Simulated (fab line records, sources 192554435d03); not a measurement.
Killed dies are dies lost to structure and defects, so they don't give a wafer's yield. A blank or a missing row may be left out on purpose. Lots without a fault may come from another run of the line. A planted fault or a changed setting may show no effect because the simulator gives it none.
Which tool did it? | flow n5_finfet | 8 lots, 24 wafers sampled, at 7 steps of a route of 1938

WHAT THE GAUGES READ, wafer by wafer
N5_FIN_SAQP_THK_MEAS_05. Usual: thk_nm 37.8 nm, standard deviation 0.51.
lot  | measured    | on            | thk_nm (nm)    | flag
L386 | day 3 09:14 | film_metro-01 | 37.7 37.8 38.2 |
L387 | day 3 15:04 | film_metro-02 | 37.4 38.1 38.0 |
L396 | day 5 20:53 | film_metro-02 | 37.1 36.5 37.5 |
L398 | day 6 09:31 | film_metro-02 | 37.5 37.8 38.1 |
L399 | day 6 15:27 | film_metro-01 | 37.2 37.5 38.2 |
L400 | day 6 21:09 | film_metro-01 | 37.4 37.1 37.4 |
L401 | day 7 03:32 | film_metro-01 | 37.9 37.1 38.5 |
L402 | day 7 09:31 | film_metro-01 | 38.1 37.8 38.1 |

N5_FIN_SAQP_CD_MEAS_27: target cd 20 nm. Usual: cd_nm 20.34 nm, standard deviation 0.19.
lot  | measured    | on        | cd_nm (nm)        | flag
L386 | day 3 16:13 | cd_sem-03 | - - -             | OFF
L387 | day 3 18:17 | cd_sem-03 | - - -             | OFF
L396 | day 6 00:18 | cd_sem-03 | 19.88 20.56 20.55 |
L398 | day 6 12:20 | cd_sem-02 | 20.27 20.24 20.41 |
L399 | day 6 18:14 | cd_sem-03 | 20.36 20.50 20.31 |
L400 | day 7 00:32 | cd_sem-03 | 20.44 20.73 20.22 |
L401 | day 7 07:54 | cd_sem-03 | 20.44 20.10 20.27 |
L402 | day 7 12:14 | cd_sem-01 | 20.40 20.26 20.06 |

N5_BEOL_M4_RC_MEAS_101. Usual: DIBL_N 36.2 mV/V, standard deviation 1.2; DIBL_P 36.3 mV/V, standard deviation 1.3; IOFF_N 0.155 nA/um, standard deviation 0.019; IOFF_P 0.210 nA/um, standard deviation 0.029; ION_N 677 uA/um, standard deviation 8.6; ION_P 465 uA/um, standard deviation 6.8; SS_N 71.4 mV/dec, standard deviation 0.48; SS_P 73.2 mV/dec, standard deviation 0.53; VT_N 249.9 mV, standard deviation 2.4; VT_P -250 mV, standard deviation 3.2.
lot  | measured     | on        | DIBL_N (mV/V)  | DIBL_P (mV/V)  | IOFF_N (nA/um)    | IOFF_P (nA/um)    | ION_N (uA/um) | ION_P (uA/um) | SS_N (mV/dec)  | SS_P (mV/dec)  | VT_N (mV)         | VT_P (mV)      | flag
L396 | day 12 16:52 | prober-01 | 34.9 35.5 35.7 | 35.2 36.2 36.4 | 0.129 0.147 0.152 | 0.162 0.182 0.187 | 666 669 672   | 449 455 453   | 71.6 71.6 72.4 | 72.5 73.1 73.1 | 256.9 251.4 251.7 | -258 -253 -254 |
L398 | day 12 18:44 | prober-02 | 36.5 35.7 36.0 | 37.6 36.6 37.3 | 0.155 0.142 0.145 | 0.216 0.194 0.219 | 672 676 676   | 464 464 463   | 70.9 71.5 71.8 | 73.4 73.3 73.5 | 250.2 251.9 251.1 | -248 -251 -248 |
L399 | day 12 20:55 | prober-02 | 35.8 35.6 34.0 | 36.8 36.4 34.9 | 0.170 0.158 0.139 | 0.225 0.217 0.197 | 678 681 679   | 472 469 467   | 71.5 71.2 70.5 | 73.3 73.2 73.4 | 245.8 249.6 247.4 | -248 -248 -249 |
L400 | day 13 15:44 | prober-02 | 34.4 35.5 35.8 | 35.3 36.5 36.0 | 0.122 0.139 0.135 | 0.160 0.180 0.172 | 668 681 664   | 457 462 452   | 70.6 71.3 71.3 | 72.8 73.1 72.6 | 253.7 249.6 249.5 | -255 -254 -251 |
L401 | day 13 20:10 | prober-02 | 37.6 37.3 37.2 | 36.5 37.1 36.3 | 0.155 0.156 0.147 | 0.207 0.218 0.203 | 665 680 671   | 457 465 467   | 71.7 71.6 71.3 | 72.6 72.3 73.1 | 250.2 250.3 250.7 | -250 -249 -249 |
L402 | day 14 17:31 | prober-02 | 36.7 36.6 37.7 | 36.1 35.9 38.0 | 0.170 0.166 0.184 | 0.206 0.199 0.240 | 676 676 690   | 466 461 471   | 71.5 70.6 72.1 | 73.0 73.5 73.9 | 247.0 250.3 245.6 | -251 -252 -249 |

WHICH TOOL RAN EACH LOT (tool, then ch and the chambers of the sampled wafers, then the start)
lot  | N5_FIN_SAQP_DENSIFY_62          | N5_FIN_SAQP_HM_DEP_72          | N5_FIN_SAQP_DESCUM_21             | N5_FIN_SAQP_HM_OPEN_73
L386 | rtp_anneal-01 ch 0, day 3 08:58 | pecvd-03 ch 0,2, day 3 09:29   | rie_diel-02 ch 2,3, day 3 10:00   | rie_diel-02 ch 2,3, day 3 10:12
L387 | rtp_anneal-01 ch 0, day 3 14:49 | pecvd-03 ch 0,1, day 3 15:18   | rie_diel-01 ch 2,3, day 3 15:51   | rie_diel-01 ch 2,3, day 3 16:02
L396 | rtp_anneal-02 ch 0, day 5 20:36 | pecvd-02 ch 0,2, day 5 21:07   | rie_diel-02 ch 1,2, day 5 22:10   | rie_diel-02 ch 1,2, day 5 22:22
L398 | rtp_anneal-01 ch 0, day 6 09:14 | pecvd-03 ch 1,2, day 6 09:46   | rie_diel-02 ch 1,2,3, day 6 10:18 | rie_diel-02 ch 1,2,3, day 6 10:30
L399 | rtp_anneal-02 ch 0, day 6 15:09 | pecvd-02 ch 0,1, day 6 15:41   | rie_diel-04 ch 0,2,3, day 6 16:14 | rie_diel-04 ch 0,2,3, day 6 16:26
L400 | rtp_anneal-02 ch 0, day 6 20:51 | pecvd-04 ch 0,1,2, day 6 21:24 | rie_diel-01 ch 0,2,3, day 6 21:57 | rie_diel-01 ch 0,2,3, day 6 22:08
L401 | rtp_anneal-02 ch 0, day 7 03:16 | pecvd-03 ch 0,1,2, day 7 03:47 | rie_diel-04 ch 0,1, day 7 04:20   | rie_diel-04 ch 0,1, day 7 04:32
L402 | rtp_anneal-01 ch 0, day 7 09:19 | pecvd-03 ch 0,1,2, day 7 09:47 | rie_diel-04 ch 0,1,2, day 7 10:13 | rie_diel-04 ch 0,1,2, day 7 10:26
- N5_FIN_SAQP_DENSIFY_62: time 60 s.
- N5_FIN_SAQP_HM_DEP_72: deposits SiO2 from SiH4/N2O, target thk 12 nm, time 7.2 s.
- N5_FIN_SAQP_DESCUM_21: chemistry O2, time 7.9 s.
- N5_FIN_SAQP_HM_OPEN_73: chemistry CHF3/O2, target SiO2, stops on a-Si, target depth 12 nm, time 16.8 s.

WHAT THE TOOLS THEMSELVES READ (means of the sampled wafers that have a number; where no wafer has one, the mark that the record gives instead)
N5_FIN_SAQP_DENSIFY_62. Usual: lamp_power_pct 9.85 %, standard deviation 0.052; lamp_zone_4_pct 9.840 %, standard deviation 0.01; lamp_zone_7_pct 10.265 %, standard deviation 0.0099; wafer_temp_C_max 703.2, standard deviation 0.61.
lot  | tool          | lamp_power_pct (%) | lamp_zone_4_pct (%) | lamp_zone_7_pct (%) | wafer_temp_C_max | flag
L386 | rtp_anneal-01 | 9.85               | 9.845               | 10.271              | 703.1            |
L387 | rtp_anneal-01 | 9.86               | 9.838               | 10.265              | 703.2            |
L396 | rtp_anneal-02 | 9.82               | 9.834               | 10.270              | 703.3            |
L398 | rtp_anneal-01 | 9.85               | 9.843               | 10.259              | 703.1            |
L399 | rtp_anneal-02 | 9.82               | 9.836               | 10.262              | 703.0            |
L400 | rtp_anneal-02 | 9.86               | 9.856               | 10.264              | 703.5            |
L401 | rtp_anneal-02 | 9.84               | 9.839               | 10.254              | 703.5            |
L402 | rtp_anneal-01 | 9.88               | 9.842               | 10.256              | 703.0            |

N5_FIN_SAQP_HM_DEP_72. Usual: chamber_pressure_Torr 0.7502 Torr, standard deviation 0.0016; heater_power_outer_w 459 W, standard deviation 94; heater_power_w 746 W, standard deviation 130; showerhead_plenum_p_Torr 8.11 Torr, standard deviation 0.13; susceptor_temp_C 399.99 C, standard deviation 0.23.
lot  | tool     | chamber_pressure_Torr (Torr) | heater_power_outer_w (W) | heater_power_w (W) | showerhead_plenum_p_Torr (Torr) | susceptor_temp_C (C) | flag
L386 | pecvd-03 | -                            | -                        | -                  | -                               | -                    | OFF
L387 | pecvd-03 | -                            | -                        | -                  | -                               | -                    | OFF
L396 | pecvd-02 | 0.7498                       | 372                      | 614                | 8.09                            | 400.09               |
L398 | pecvd-03 | 0.7510                       | 602                      | 921                | 8.16                            | 399.85               |
L399 | pecvd-02 | 0.7501                       | 451                      | 730                | 8.17                            | 399.83               |
L400 | pecvd-04 | 0.7509                       | 479                      | 792                | 8.21                            | 400.09               |
L401 | pecvd-03 | 0.7492                       | 507                      | 811                | 8.12                            | 399.88               |
L402 | pecvd-03 | 0.7502                       | 487                      | 779                | 8.14                            | 400.15               |

N5_FIN_SAQP_DESCUM_21. Usual: drypump_motor_current_A 5.4 A, standard deviation 0.38; oes_product_au 0.82 a.u., standard deviation 0.1; rf_vpp_V 243.7 V, standard deviation 1.1; showerhead_plenum_p_Torr 2.14 Torr, standard deviation 0.056; throttle_valve_pct 20.42 %, standard deviation 0.2.
lot  | tool        | drypump_motor_current_A (A) | oes_product_au (a.u.) | rf_vpp_V (V) | showerhead_plenum_p_Torr (Torr) | throttle_valve_pct (%) | flag
L386 | rie_diel-02 | 5.2                         | 0.77                  | 243.1        | 2.15                            | 20.28                  |
L387 | rie_diel-01 | 5.9                         | 0.98                  | 244.6        | 2.18                            | 20.21                  |
L396 | rie_diel-02 | 5.2                         | 0.78                  | 242.9        | 2.10                            | 20.45                  |
L398 | rie_diel-02 | 5.1                         | 0.78                  | 243.3        | 2.12                            | 20.42                  |
L399 | rie_diel-04 | 5.6                         | 0.82                  | 243.8        | 2.12                            | 20.49                  |
L400 | rie_diel-01 | 5.7                         | 0.90                  | 244.3        | 2.16                            | 20.22                  |
L401 | rie_diel-04 | 5.6                         | 0.79                  | 243.5        | 2.07                            | 20.53                  |
L402 | rie_diel-04 | 5.5                         | 0.84                  | 243.1        | 2.08                            | 20.46                  |

N5_FIN_SAQP_HM_OPEN_73. Usual: drypump_motor_current_A 5.4 A, standard deviation 0.38; mfc_ar_sccm 199.9 sccm, standard deviation 0.57; oes_o_777_au 0.82 a.u., standard deviation 0.096; oes_product_au 0.49 a.u., standard deviation 0.057; rf_vpp_V 525 V, standard deviation 7.6; showerhead_plenum_p_Torr 2.45 Torr, standard deviation 0.064; throttle_valve_pct 18.81 %, standard deviation 0.19.
lot  | tool        | drypump_motor_current_A (A) | mfc_ar_sccm (sccm) | oes_o_777_au (a.u.) | oes_product_au (a.u.) | rf_vpp_V (V) | showerhead_plenum_p_Torr (Torr) | throttle_valve_pct (%) | flag
L386 | rie_diel-02 | 5.2                         | 199.4              | 0.77                | 0.29                  | 530          | 2.48                            | 18.68                  | OFF
L387 | rie_diel-01 | 6.0                         | 199.8              | 0.97                | 0.36                  | 527          | 2.50                            | 18.49                  |
L396 | rie_diel-02 | 5.2                         | 199.2              | 0.78                | 0.47                  | 531          | 2.42                            | 18.82                  |
L398 | rie_diel-02 | 5.1                         | 199.9              | 0.78                | 0.47                  | 529          | 2.45                            | 18.85                  |
L399 | rie_diel-04 | 5.6                         | 200.5              | 0.83                | 0.49                  | 518          | 2.43                            | 18.85                  |
L400 | rie_diel-01 | 5.7                         | 199.9              | 0.89                | 0.53                  | 531          | 2.49                            | 18.58                  |
L401 | rie_diel-04 | 5.7                         | 200.1              | 0.78                | 0.48                  | 518          | 2.37                            | 18.87                  |
L402 | rie_diel-04 | 5.5                         | 200.1              | 0.83                | 0.50                  | 516          | 2.40                            | 18.82                  |

THE ANSWER, worked out from the rows above alone
Rule: a lot is off if the mean of its wafers that have a number lies more than 3 standard deviations from the usual mean. A lot without any number at a reading at which 4 lots or more have one is off too. The other lots that the step has rows for count as sound. The gauges are gone through in route order, then the tools' own readings, and for those a lot's mean is taken as printed above. The first step at which some lot is off is used, and at that step the reading that is off furthest; a lot without a number counts as furthest.
Off: L386, L387, at N5_FIN_SAQP_CD_MEAS_27 (cd_nm). Without a number there: L386, L387.
A tool fits if, at a process step before that reading, it ran every lot that is off, and no sound lot after the first of them. The gauges at N5_FIN_SAQP_CD_MEAS_27 aren't tried: what is off there is off at N5_FIN_SAQP_HM_DEP_72 too, on other tools, and a gauge's error can't cause that. None of those tried fits.

WHAT THE SIMULATOR HAD PUT IN
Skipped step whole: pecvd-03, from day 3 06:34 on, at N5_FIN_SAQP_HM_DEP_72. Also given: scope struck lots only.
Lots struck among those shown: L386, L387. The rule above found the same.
